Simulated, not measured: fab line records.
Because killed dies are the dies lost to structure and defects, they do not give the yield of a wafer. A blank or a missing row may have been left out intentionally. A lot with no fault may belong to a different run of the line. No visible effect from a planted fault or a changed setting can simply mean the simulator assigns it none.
fab line records    flow nand-harc
record: lots: 7  wafers: 15  last-day: 33
route steps=1302 shown A_ONON_D1@434 END@1302
lots untouched by any fault: they come from a run of this same line in which no faults occurred
start-h: start of the lot's first displayed wafer, in hours after the record's first day    wait-h: how many hours have passed since the lot's step before this one    " as in the row above    L1.1+2: a row that stands for several wafers    - no value, or no start given    * or withheld: withheld    < > ~ a bound
route shown NAME@n: NAME is a module with steps in the file, n the number in the route of the first one    usual: the fault-free wafers' mean and standard deviation    same: alike in all rows    chamber/n: place in a boat    sites: per-site readings    _std_site: the standard deviation of these    _edge_site: mean of outer sites minus mean of inner sites    radius-mm: how far each site lies from the wafer's centre    mask NAME#n: copy n    behind: the last tool/chamber to shape the wafer    hold: what put the lot on hold/how long, in hours/how the hold closed    device: the n, p or np transistor that did not switch    end of line: at the end of the route, the tests of the same wafers    step lacking rows: just its recipe    killed: dies lost to structure and defects at the first sort, not the wafer's yield    map: dies across one wafer; x = killed, . = not, _ = none there
set.NAME: the run value of the setting; set.NAME@STEP: its run value at that earlier step    model.NAME: the simulator's own value behind a step, which no gauge read
lots at selected steps of the route; one table per step, one row per wafer
services: the hour from which a tool's chamber was out of use, counted from the record's first day as start-h (under 0 if before that day), plus the number of hours and why
== steps ==
step: NHARC_A_ONON_D1_ANNEAL_15
recipe: temp-c: 750  time-s: 3600
step: NHARC_A_ONON_D1_DEP_16
recipe: target-thk-a: 10000  n2-flow-sccm: 2750  n2o-flow-sccm: 2000  nh3-flow-sccm: 500  sih4-flow-sccm: 210  temp-c: 400
step: NHARC_A_ONON_D1_THK_MEAS_18
recipe: thk-meas-gauge: ellipsometry
usual: thk-nm: 997/10
lot.wafer  tool           chamber  start-h  wait-h  thk-nm
L675.1     film-metro-01  -        234.88   -       993
L675.2     "              -        "        "       992
L675.6     "              -        "        "       993
L681.1     film-metro-01  -        294.80   -       996
L681.3     "              -        "        "       997
L681.5     "              -        "        "       997
L682.6     film-metro-02  -        321.10   -       1000
L683.3     film-metro-01  -        321.10   -       1010
L686.1     film-metro-01  -        347.47   -       1011
L686.3     "              -        "        "       1013
L686.6     "              -        "        "       1014
L687.6     film-metro-02  -        358.72   -       996
L689.3     film-metro-01  -        371.67   -       984
L689.5     "              -        "        "       981
L689.6     "              -        "        "       985
step: NHARC_A_ONON_D1_DEP_19
recipe: target-thk-a: 10000  n2-flow-sccm: 2750  n2o-flow-sccm: 2000  nh3-flow-sccm: 500  sih4-flow-sccm: 210  temp-c: 400
step: NHARC_A_ONON_D1_THK_MEAS_21
recipe: thk-meas-gauge: ellipsometry
usual: thk-nm: 1001/10
lot.wafer  tool           chamber  start-h  wait-h  thk-nm
L675.1     film-metro-02  -        235.45   -       999
L675.2     "              -        "        "       1000
L675.6     "              -        "        "       1002
L681.1     film-metro-02  -        295.36   -       987
L681.3     "              -        "        "       986
L681.5     "              -        "        "       988
L682.6     film-metro-01  -        321.67   -       1003
L683.3     film-metro-01  -        321.80   -       1008
L686.1     film-metro-02  -        348.04   -       1020
L686.3     "              -        "        "       1022
L686.6     "              -        "        "       1021
L687.6     film-metro-02  -        359.29   -       1012
L689.3     film-metro-02  -        372.37   -       1012
L689.5     "              -        "        "       1011
L689.6     "              -        "        "       1011
step: NHARC_A_ONON_D1_DEP_22
recipe: target-thk-a: 10000  n2-flow-sccm: 2750  n2o-flow-sccm: 2000  nh3-flow-sccm: 500  sih4-flow-sccm: 210  temp-c: 400
step: NHARC_A_ONON_D1_THK_MEAS_24
recipe: thk-meas-gauge: ellipsometry
usual: thk-nm: 997/10
lot.wafer  tool           chamber  start-h  wait-h  thk-nm
L675.1     film-metro-01  -        236.01   -       1000
L675.2     "              -        "        "       999
L675.6     "              -        "        "       999
L681.1     film-metro-01  -        295.93   -       1000
L681.3     "              -        "        "       1000
L681.5     "              -        "        "       1001
L682.6     film-metro-01  -        322.24   -       1002
L683.3     film-metro-02  -        322.38   -       1021
L686.1     film-metro-02  -        348.60   -       1002
L686.3     "              -        "        "       1001
L686.6     "              -        "        "       1000
L687.6     film-metro-02  -        359.85   -       1006
L689.3     film-metro-02  -        373.07   -       976
L689.5     "              -        "        "       974
L689.6     "              -        "        "       976
step: NHARC_A_ONON_D1_DEP_25
recipe: target-thk-a: 10000  n2-flow-sccm: 2750  n2o-flow-sccm: 2000  nh3-flow-sccm: 500  sih4-flow-sccm: 210  temp-c: 400
step: NHARC_A_ONON_D1_THK_MEAS_27
recipe: thk-meas-gauge: ellipsometry
usual: thk-nm: 999/12
lot.wafer  tool           chamber  start-h  wait-h  thk-nm
L675.1     film-metro-02  -        236.58   -       1017
L675.2     "              -        "        "       1015
L675.6     "              -        "        "       1015
L681.1     film-metro-02  -        296.49   -       979
L681.3     "              -        "        "       978
L681.5     "              -        "        "       979
L682.6     film-metro-02  -        322.80   -       997
L683.3     film-metro-01  -        322.94   -       988
L686.1     film-metro-02  -        349.17   -       1013
L686.3     "              -        "        "       1013
L686.6     "              -        "        "       1014
L687.6     film-metro-02  -        360.42   -       973
L689.3     film-metro-02  -        373.90   -       995
L689.5     "              -        "        "       994
L689.6     "              -        "        "       996
step: NHARC_A_ONON_D1_DEP_28
recipe: target-thk-a: 10000  n2-flow-sccm: 2750  n2o-flow-sccm: 2000  nh3-flow-sccm: 500  sih4-flow-sccm: 210  temp-c: 400
step: NHARC_A_ONON_D1_THK_MEAS_30
recipe: thk-meas-gauge: ellipsometry
usual: thk-nm: 999/11
lot.wafer  tool           chamber  start-h  wait-h  thk-nm
L675.1     film-metro-01  -        237.14   -       997
L675.2     "              -        "        "       997
L675.6     "              -        "        "       996
L681.1     film-metro-02  -        297.06   -       991
L681.3     "              -        "        "       992
L681.5     "              -        "        "       989
L682.6     film-metro-02  -        323.37   -       1000
L683.3     film-metro-02  -        323.51   -       1012
L686.1     film-metro-01  -        349.74   -       995
L686.3     "              -        "        "       997
L686.6     "              -        "        "       996
L687.6     film-metro-02  -        360.99   -       996
L689.3     film-metro-01  -        374.63   -       1016
L689.5     "              -        "        "       1015
L689.6     "              -        "        "       1015
step: NHARC_A_ONON_D1_DEP_33
recipe: target-thk-a: 2000  temp-c: 400  pressure-torr: 6.5  rf-w: 900  teos-flow-sccm: 161.4  flow-sccm: 2650  target-thk-nm: 200  gas: O2  material: SiO2
usual: heater-power-w: 553/77  rf-fwd-power-W: 897.5/2.8  showerhead-vpp-V: 1863/45  throttle-valve-pct: 16.0/0.53
lot.wafer  tool      chamber  start-h  wait-h  heater-power-w  rf-fwd-power-W  showerhead-vpp-V  throttle-valve-pct
L675.1     pecvd-04  0        237.24   0.1     660             896.6           1850              15.3
L675.2     "         1        "        "       548             895.8           1873              15.1
L675.6     "         2        "        "       400             896.2           1902              16.1
L681.3     pecvd-04  1        297.12   0.1     560             899.7           1886              15.4
L681.1     "         0        "        "       558             900.7           1894              15.0
L681.5     "         2        "        "       490             897.3           1967              15.8
L682.6     pecvd-04  2        323.65   0.3     659             539.0           1502              16.0
L683.3     pecvd-04  2        323.78   0.3     594             541.2           1471              15.6
L686.3     pecvd-01  0        349.80   0.1     632             893.2           1897              15.9
L686.1     "         1        "        "       453             889.4           1760              16.3
L686.6     "         0        "        "       650             897.2           1853              15.9
L687.6     pecvd-04  2        361.27   0.3     614             537.4           1485              15.9
L689.3     pecvd-01  2        374.81   0.2     516             896.7           1834              15.9
L689.5     "         1        "        "       481             896.1           1792              16.4
L689.6     "         0        "        "       655             895.0           1871              15.8
step: NHARC_A_ONON_D1_THK_MEAS_34
recipe: thk-meas-gauge: ellipsometry
usual: thk-nm: 200.5/2.7
lot.wafer  tool           chamber  start-h  wait-h  hold                      thk-nm
L675.1     film-metro-01  -        237.65   -       -                         195.5
L675.2     "              -        "        "       -                         197.9
L675.6     "              -        "        "       -                         196.3
L681.1     film-metro-01  -        297.53   -       -                         194.7
L681.3     "              -        "        "       -                         196.8
L681.5     "              -        "        "       -                         196.8
L682.6     film-metro-02  -        323.84   -       await-dispo/0.2h/release  175.2
L682.6     film-metro-02  -        324.01   0.2     -                         172.1
L683.3     film-metro-02  -        324.11   -       await-dispo/0.2h/release  169.4
L683.3     film-metro-02  -        324.28   0.2     -                         169.4
L686.1     film-metro-01  -        350.22   -       -                         200.4
L686.3     "              -        "        "       -                         201.7
L686.6     "              -        "        "       -                         204.0
L687.6     film-metro-01  -        361.46   -       await-dispo/0.2h/release  171.3
L687.6     film-metro-01  -        361.63   0.2     -                         173.5
L689.3     film-metro-01  -        375.19   -       -                         199.1
L689.5     "              -        "        "       -                         201.5
L689.6     "              -        "        "       -                         201.7
step: NHARC_END_SORT_01
recipe: temp-c: 25
usual: killed-at-array: 53/21  killed-at-other: 1.0/1.3  killed-at-periphery: 3.8/2.4  killed-dies: 58/21  killed-open: 3.4/1.9  killed-short: 2.4/1.5
same: gross-dies: 677
lot.wafer  tool       chamber  start-h  wait-h  killed-at-array  killed-at-other  killed-at-periphery  killed-dies  killed-open  killed-short
L681.1     prober-02  0        691.51   2.5     62               1                5                    68           2            1
L681.3     prober-02  0        693.09   3.1     50               0                9                    59           3            3
L681.5     prober-02  0        694.68   3.7     58               1                8                    67           3            2
L682.6     prober-01  0        715.47   3.9     48               0                8                    56           3            5
killed by level:class
L681.1 A_SLIT:chamber-film-flake=19 A_STAIRCASE:chamber-film-flake=15 A_CHANNEL_HOLE_D2:chamber-film-flake=10 A_CHANNEL_HOLE_D1:chamber-film-flake=8 A_CONTACT:chamber-film-flake=5 P_BONDPAD:chamber-film-flake=3 P_M1:geometric-particle:open=1 A_CHANNEL_FILL_D2:geometric-particle:open=1
L681.3 A_CHANNEL_HOLE_D2:chamber-film-flake=13 A_SLIT:chamber-film-flake=11 A_CHANNEL_HOLE_D1:chamber-film-flake=6 P_M1:chamber-film-flake=5 A_STAIRCASE:chamber-film-flake=5 A_WL_FILL:chamber-film-flake=4 A_CONTACT:chamber-film-flake=3 A_BONDPAD:chamber-film-flake=3
L681.5 A_SLIT:chamber-film-flake=19 A_STAIRCASE:chamber-film-flake=10 A_CHANNEL_HOLE_D1:chamber-film-flake=9 A_CHANNEL_HOLE_D2:chamber-film-flake=8 A_CONTACT:chamber-film-flake=5 P_BONDPAD:chamber-film-flake=4 P_M1:chamber-film-flake=3 P_M0:geometric-particle:open=1
L682.6 A_CHANNEL_HOLE_D2:chamber-film-flake=17 A_CONTACT:chamber-film-flake=13 A_CHANNEL_HOLE_D1:chamber-film-flake=8 A_SLIT:chamber-film-flake=3 P_M0:geometric-particle:short=2 A_STAIRCASE:chamber-film-flake=2 P_M0:chamber-film-flake=2 P_GATE:geometric-particle:open=1
== services ==
tool      chamber  start-h  hours  kind
pecvd-01  1        266.02   4.1    repair
pecvd-04  -        271.41   13.0   pm
pecvd-04  0        271.41   13.0   vent-cycle
pecvd-04  1        271.41   13.0   vent-cycle
pecvd-04  2        271.41   13.0   vent-cycle
pecvd-04  0        284.41   -      clean
pecvd-04  1        284.41   -      clean
pecvd-04  2        284.41   -      clean
pecvd-01  2        309.25   8.3    repair
pecvd-01  -        311.15   13.0   pm
pecvd-01  0        311.15   13.0   vent-cycle
pecvd-01  1        311.15   13.0   vent-cycle
pecvd-01  0        324.15   -      clean
pecvd-01  1        324.15   -      clean
pecvd-01  2        324.15   -      clean
pecvd-01  0        352.98   11.3   repair
== key ==
first-sign: step: NHARC_A_ONON_D1_DEP_33  reading: rf-fwd-power-W  direction: down  sigmas: 99+  usual: *  struck: *
effect: step: NHARC_A_ONON_D1_DEP_33  reading: showerhead-vpp-V  direction: down  sigmas: 8.3  usual: 1863  struck: 1486
effect: step: NHARC_A_ONON_D1_THK_MEAS_34  reading: visit  direction: added
effect: step: NHARC_A_ONON_D1_THK_MEAS_34  reading: thk-nm  direction: down  sigmas: 11  usual: 200.5  struck: 172.0
met-at NHARC_A_ONON_D1_DEP_33
struck-wafers L682.6,L683.3,L687.6
tester-left-out L682,L683,L687
onset-between 297.12 323.65
fault: kind: process-parameter-drift  tool: pecvd-04  chamber: 2  onset-h: 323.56  steps: NHARC_A_ONON_D1_DEP_33  channel: rf-w  offset: *  shape: step  end-h: 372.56  acts-in: *  stated: *
tester-left-out: of these lots the tester's yield and bins aren't shown, on N5 and GAA mostly nor the transistor test; their killed dies are dies lost to structure and defects alone, not to doping, threshold or leakage, so they don't give the yield
